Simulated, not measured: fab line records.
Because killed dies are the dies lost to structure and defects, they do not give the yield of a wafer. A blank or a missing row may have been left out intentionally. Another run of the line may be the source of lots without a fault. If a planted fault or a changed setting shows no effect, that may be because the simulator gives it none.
A struck lot beside a sound one + flow n5_finfet + 16 out of 1938 route steps
Sound: these wafers, L789.2, L789.3, L789.5. Struck: wafer L778.5. (L778.2 of the same lot was not struck and is left out.) The cause comes at the end.
Each step with rows lists, per side, the tool, then ch with its chambers, then its first start. Under that, the readings that differ: sound wafers + struck wafers + difference of the means + sigmas: that difference in standard deviations of wafers without a fault.
alike: words and numbers the same on both sides, and readings whose means are apart by under 2 such deviations; not compared: readings that were withheld, readings missing a value for some wafer, numbers with overlapping values and no deviation given by the record, and bounds like >300 which may hide the same value.
The two part at a step that has a row with sigmas, a row that says differs or no value, or rows on one side only. Non-overlapping numbers with no deviation appear without sigmas and do not part them. Lack of a reading on every wafer of one side parts them only where that side has two or more wafers.

N5_GATE_CUT_CD_MEAS_13: the cd target is 20 nm.
  sound on cd_sem-02 ch 0, day 9 00:17; struck on cd_sem-01 ch 0, day 6 04:38
  alike: cd_nm
N5_GATE_CUT_OVL_MEAS_14:
  sound on overlay-01 ch 0, day 9 00:19; struck on overlay-01 ch 0, day 6 04:40
  alike: GATE_CUT_OVL
N5_GATE_CUT_INSPECT_15: inspects for defects (brightfield).
  sound on defect_inspect-02, day 9 00:22; struck on defect_inspect-02, day 6 04:43
  alike: raw_defect_count
N5_GATE_CUT_DESCUM_18: chemistry O2, time 7 s.
  sound on rie_diel-03 ch 0,1,3, day 9 00:24; struck on rie_diel-03 ch 3, day 6 04:46
  alike: drypump_motor_current_A, oes_product_au, rf_vpp_V, showerhead_plenum_p_Torr, throttle_valve_pct
  not compared: rf_hours_counter_h
N5_GATE_CUT_ETCH_28: etches underlayer in N2/H2, target depth 13 nm, time 10.4 s.
  sound on rie_diel-03 ch 0,1,3, day 9 00:26; struck on rie_diel-03 ch 3, day 6 04:47
  alike: drypump_motor_current_A, etch_rf_on_time_s, n2_flow_sccm, oes_product_au, rf_vpp_V, showerhead_plenum_p_Torr, throttle_valve_pct
  not compared: rf_hours_counter_h
N5_GATE_CUT_ETCH_36: etches SiARC in CF4, target depth 13 nm, time 21.7 s.
  sound on rie_diel-03 ch 0,1,3, day 9 00:27; struck on rie_diel-03 ch 3, day 6 04:49
  alike: drypump_motor_current_A, etch_rf_on_time_s, oes_product_au, rf_vpp_V, showerhead_plenum_p_Torr, throttle_valve_pct
  not compared: rf_hours_counter_h
N5_GATE_CUT_ETCH_37: etches SOC in N2/H2, target depth 60 nm, overetch 12 nm, time 90 s.
  sound on rie_diel-03 ch 0,1,3, day 9 00:29; struck on rie_diel-03 ch 3, day 6 04:50
  alike: drypump_motor_current_A, n2_flow_sccm, oes_product_au, rf_vpp_V, showerhead_plenum_p_Torr, throttle_valve_pct
  not compared: rf_hours_counter_h
then, 3 steps without rows for these wafers: N5_GATE_CUT_STRIP_38 (strips in N2/H2); N5_GATE_CUT_STRIP_39 (strips in N2/H2); N5_GATE_CUT_HM_OPEN_40 (chemistry C4F6/O2, target SiO2, target depth 139 nm, time 85.1 s).
N5_GATE_CUT_STRIP_41: strips in CF4.
  sound on rie_diel-03 ch 0,1,3, day 9 00:37; struck on rie_diel-03 ch 3, day 6 04:59
  alike: drypump_motor_current_A, oes_product_au, rf_vpp_V, showerhead_plenum_p_Torr, throttle_valve_pct
  not compared: rf_hours_counter_h
then, 1 step without rows for these wafers: N5_GATE_CUT_STRIP_42 (strips in O2).
N5_GATE_CUT_ETCH_19: etches SiNx in CH3F/O2, target depth 53.7 nm, time 76.7 s.
  sound on rie_diel-03 ch 0,1,3, day 9 00:41; struck on rie_diel-03 ch 3, day 6 05:02
| reading               | sound          | struck | difference | sigmas |
|-----------------------|----------------|--------|------------|--------|
| etch_rf_on_time_s (s) | 77.7 76.1 77.1 | 54.2   | -22.8      | -24    |
| oes_product_au (a.u.) | 0.60 0.63 0.66 | 0.83   | +0.20      | +3     |
  alike: drypump_motor_current_A, rf_vpp_V, showerhead_plenum_p_Torr, throttle_valve_pct
  not compared: rf_hours_counter_h
then, 1 step without rows for these wafers: N5_GATE_CUT_CUT_ETCH_53 (etches W in SF6/Cl2, target depth 79.2 nm).
-- here the record skips 3 days between the struck wafers' starts before and after, leaving off in module GATE_CUT and picking up in module BEOL_M4 (first step shown: number 1111 of the route) --
N5_BEOL_M4_RC_MEAS_101:
  sound on prober-01 ch 0, day 12 07:16; struck on prober-01 ch 0, day 9 13:55
| reading        | sound             | struck | difference | sigmas |
|----------------|-------------------|--------|------------|--------|
| IOFF_N (nA/um) | 0.151 0.153 0.152 | 0.194  | +0.042     | +2     |
| SS_N (mV/dec)  | 71.1 71.5 71.2    | 73.0   | +1.7       | +3     |
  alike: DIBL_N, DIBL_P, IOFF_P, ION_N, ION_P, SS_P, VT_N, VT_P
then, 1 step without rows for these wafers: N5_PASSIVATION_PROBE_49.

WHERE THEY PART
Earliest at N5_GATE_CUT_ETCH_19; latest, in this record, at N5_BEOL_M4_RC_MEAS_101.

WHY: what had been put in by the simulator
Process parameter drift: rie_diel-03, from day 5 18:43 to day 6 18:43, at N5_GATE_CUT_ETCH_19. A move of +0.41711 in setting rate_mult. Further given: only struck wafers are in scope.
